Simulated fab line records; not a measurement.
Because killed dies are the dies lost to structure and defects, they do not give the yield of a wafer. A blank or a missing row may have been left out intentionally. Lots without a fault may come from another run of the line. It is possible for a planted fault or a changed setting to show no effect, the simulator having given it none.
Which of the tools did it? -- flow nand_harc -- 33 wafers from 11 lots sampled at 5 of the route's 1302 steps

WHAT EACH GAUGE READ, for each wafer
NHARC_END_SORT_01.
lot,measured,on,killed_at_array,killed_at_other,killed_at_periphery,killed_dies,killed_open,killed_short
L675,day 24 20:31,prober-01,28 46 35,2 2 0,0 3 2,30 51 37,3 4 1,1 3 2
L676,day 25 01:47,prober-02,50 49 43,0 0 0,1 3 2,51 52 45,4 4 2,2 2 2
L678,day 25 18:31,prober-02,71 65 65,0 0 1,4 9 8,75 74 74,5 3 8,7 6 3
L679,day 26 18:23,prober-01,41 50 30,0 0 2,2 2 2,43 52 34,3 1 1,2 4 1
L684,day 28 14:19,prober-01,77 82 96,1 1 1,599 594 580,677 677 677,3 3 1,2 3 4
L685,day 29 09:58,prober-01,48 61 43,0 1 0,629 615 634,677 677 677,3 4 3,6 3 0
L687,day 30 14:36,prober-02,65 28 37,1 1 1,8 3 2,74 32 40,4 4 3,5 1 4
L691,day 31 23:22,prober-02,51 44 53,0 0 0,0 7 3,51 51 56,4 3 4,1 3 3
L692,day 31 11:24,prober-02,62 81 75,1 1 2,7 7 4,70 89 81,4 2 2,1 0 7
L693,day 32 08:11,prober-01,64 52 43,1 0 2,1 1 4,66 53 49,2 5 5,2 1 4
L694,day 32 16:44,prober-01,52 41 57,1 1 0,4 11 5,57 53 62,1 4 2,0 2 1

TOOL THAT RAN EACH LOT (tool first, then ch and the chambers of the sampled wafers, then the start)
lot,NHARC_P_ZERO_WELL_ETCH_62,NHARC_P_ZERO_WELL_DESCUM_39,NHARC_P_ZERO_WELL_STRIP_41,NHARC_P_ZERO_WELL_RTA_42
L675,"rie_diel-11 ch 0,1,2, day 2 10:23 or earlier","rie_diel-05 ch 1,3, day 2 10:23","wet_bench-05 ch 3,4,7, day 2 11:05","rtp_anneal-01 ch 0, day 2 12:51"
L676,"rie_diel-05 ch 2,3, day 2 20:26 or earlier","rie_diel-11 ch 0,1,2, day 2 20:26","wet_bench-05 ch 1,2,5, day 2 21:41","rtp_anneal-01 ch 0, day 2 23:37"
L678,"rie_diel-11 ch 0,1, day 3 16:28 or earlier","rie_diel-05 ch 0,3, day 3 16:28","wet_bench-05 ch 2,3,4, day 3 17:13","rtp_anneal-02 ch 0, day 3 21:17"
L679,"rie_diel-11 ch 1,2, day 4 02:35 or earlier","rie_diel-05 ch 2,3, day 4 02:35","wet_bench-03 ch 1,3,5, day 4 03:18","rtp_anneal-01 ch 0, day 4 05:24"
L684,"rie_diel-11 ch 0,1, day 6 04:26 or earlier","rie_diel-11 ch 0,1,2, day 6 04:26","wet_bench-02 ch 3,4,5, day 6 05:09","rtp_anneal-02 ch 0, day 6 07:02"
L685,"rie_diel-11 ch 0,2, day 6 14:16 or earlier","rie_diel-05 ch 1,2, day 6 14:16","wet_bench-02 ch 1,3,6, day 6 14:59","rtp_anneal-02 ch 0, day 6 17:06"
L687,"rie_diel-11 ch 0,2,3, day 7 11:08 or earlier","rie_diel-05 ch 1,2,3, day 7 11:08","wet_bench-02 ch 0,4,6, day 7 11:50","rtp_anneal-01 ch 0, day 7 13:46"
L691,"rie_diel-11 ch 1,3, day 9 02:17 or earlier","rie_diel-11 ch 1,2,3, day 9 02:17","wet_bench-02 ch 0,3,5, day 9 02:59","rtp_anneal-01 ch 0, day 9 04:54"
L692,"rie_diel-10 ch 2,3, day 9 12:23 or earlier","rie_diel-11 ch 1,2,3, day 9 12:23","wet_bench-02 ch 0,2,7, day 9 13:07","rtp_anneal-01 ch 0, day 9 14:52"
L693,"rie_diel-10 ch 0,2, day 9 22:16 or earlier","rie_diel-10 ch 0,2,3, day 9 22:16","wet_bench-02 ch 1,2,7, day 9 22:58","rtp_anneal-01 ch 0, day 10 00:44"
L694,"rie_diel-10 ch 0,1,2, day 10 08:25 or earlier","rie_diel-10 ch 0,2,3, day 10 08:25","wet_bench-03 ch 1,2,7, day 10 09:10","rtp_anneal-02 ch 0, day 10 11:09"
- NHARC_P_ZERO_WELL_ETCH_62: etches the open film in CHF3/Ar, target depth 13 nm, time 6.5 s.
- NHARC_P_ZERO_WELL_DESCUM_39: chemistry O2, time 3 s.
- NHARC_P_ZERO_WELL_STRIP_41: strips in SPM, time 840 s.
- NHARC_P_ZERO_WELL_RTA_42: time 300 s.

WHAT THE TOOLS THEMSELVES READ (means of the sampled wafers that have a number; where no wafer has one, the mark that the record gives instead)
NHARC_P_ZERO_WELL_ETCH_62.
lot,tool,bias_w (W),chf3_flow_sccm (sccm),drypump_motor_current_A (A),mfc_ar_sccm (sccm),oes_product_au (a.u.),rf_vpp_V (V),showerhead_plenum_p_Torr (Torr),throttle_valve_pct (%)
L675,rie_diel-11,199.7,50.15,5.7,199.6,0.960,368.4,2.28,20.215
L676,rie_diel-05,200.0,50.13,6.0,200.0,0.956,367.9,2.24,20.215
L678,rie_diel-11,199.2,49.81,5.5,200.2,0.948,369.2,2.29,20.221
L679,rie_diel-11,199.9,49.99,5.9,200.9,0.955,365.9,2.17,20.216
L684,rie_diel-11,199.7,49.94,5.5,199.9,0.980,369.2,2.28,20.210
L685,rie_diel-11,200.5,50.07,6.0,199.9,0.972,374.5,2.51,20.212
L687,rie_diel-11,200.4,50.14,5.9,199.9,0.941,372.6,2.46,20.219
L691,rie_diel-11,199.8,49.84,5.9,199.5,0.952,369.7,2.31,20.218
L692,rie_diel-10,200.5,50.09,5.8,199.8,0.967,368.6,2.25,20.219
L693,rie_diel-10,199.7,49.95,5.7,199.6,0.980,371.1,2.34,20.222
L694,rie_diel-10,200.0,50.05,5.5,200.3,0.984,371.2,2.36,20.218

NHARC_P_ZERO_WELL_DESCUM_39.
lot,tool,drypump_motor_current_A (A),mfc_ar_sccm (sccm),oes_product_au (a.u.),rf_vpp_V (V),showerhead_plenum_p_Torr (Torr),throttle_valve_pct (%)
L675,rie_diel-05,6.0,0.000,1.004,56.6,1.79,11.304
L676,rie_diel-11,5.7,0.006,0.991,57.1,1.86,11.310
L678,rie_diel-05,6.1,0.000,1.026,57.8,1.84,11.306
L679,rie_diel-05,6.0,0.015,1.022,57.6,1.82,11.305
L684,rie_diel-11,5.7,0.006,1.009,58.3,1.96,11.305
L685,rie_diel-05,6.1,0.015,0.999,57.7,1.99,11.310
L687,rie_diel-05,6.0,0.015,1.002,56.9,1.90,11.302
L691,rie_diel-11,5.8,0.002,1.002,57.7,1.92,11.302
L692,rie_diel-11,5.9,0.002,0.989,58.1,1.92,11.312
L693,rie_diel-10,5.8,0.008,1.013,57.4,1.87,11.309
L694,rie_diel-10,5.8,0.008,1.011,57.5,1.87,11.306

NHARC_P_ZERO_WELL_STRIP_41.
lot,tool,bath_guard_temp_C (C),bath_heat_duty_pct (%)
L675,wet_bench-05,129.7,14.6
L676,wet_bench-05,130.0,16.2
L678,wet_bench-05,129.5,14.2
L679,wet_bench-03,129.3,16.4
L684,wet_bench-02,-,-
L685,wet_bench-02,-,-
L687,wet_bench-02,129.7,14.4
L691,wet_bench-02,130.4,14.6
L692,wet_bench-02,129.9,13.4
L693,wet_bench-02,130.0,14.2
L694,wet_bench-03,130.3,14.4

NHARC_P_ZERO_WELL_RTA_42.
lot,tool,lamp_power_pct (%),lamp_zone_2_pct (%),wafer_temp_C_max
L675,rtp_anneal-01,33.0,33.0,1103.6
L676,rtp_anneal-01,33.0,33.0,1103.4
L678,rtp_anneal-02,37.2,37.2,1103.6
L679,rtp_anneal-01,33.0,33.0,1103.2
L684,rtp_anneal-02,37.3,37.3,1103.5
L685,rtp_anneal-02,37.2,37.3,1104.2
L687,rtp_anneal-01,33.0,33.0,1103.1
L691,rtp_anneal-01,33.0,33.1,1103.4
L692,rtp_anneal-01,33.0,33.1,1103.1
L693,rtp_anneal-01,33.0,33.0,1103.5
L694,rtp_anneal-02,37.2,37.2,1103.8

THE ANSWER, worked out from the rows above alone
Rule: what is usual is taken from the lots themselves. Put in order of their means at a reading, lots are off if they are a third of the lots or fewer, leave a main group of 4 or more, and stand apart from it by a gap of 3 or more times the standard deviation of the main group's means; of several such gaps the widest counts. If all means in a main group match to the digits the tables above print for the reading, that group is not used. Also off: a lot with no number at a reading for which 4 or more lots have one. Where the step has rows for the other lots, those lots are counted as sound. The gauges are gone through in route order, then the tools' own readings, and for those a lot's mean is taken as printed above. The first step at which some lot is off is used, and at that step the reading that is off furthest; a lot without a number counts as furthest.
Off: L684, L685 (NHARC_END_SORT_01, killed_at_periphery). The main group: mean 3.9, standard deviation 2.1.
A tool fits if, at a process step before that reading, it ran every lot that is off, and no sound lot after the first of them. The gauges at NHARC_END_SORT_01 aren't tried: what is off there is off at NHARC_P_ZERO_WELL_STRIP_41 too, on other tools, and a gauge's error can't cause that. NHARC_P_ZERO_WELL_ETCH_62: start missing for some lots; hours and lot order therefore follow NHARC_P_ZERO_WELL_DESCUM_39. Not one of the candidates tried fits.

WHAT THE SIMULATOR HAD INSERTED
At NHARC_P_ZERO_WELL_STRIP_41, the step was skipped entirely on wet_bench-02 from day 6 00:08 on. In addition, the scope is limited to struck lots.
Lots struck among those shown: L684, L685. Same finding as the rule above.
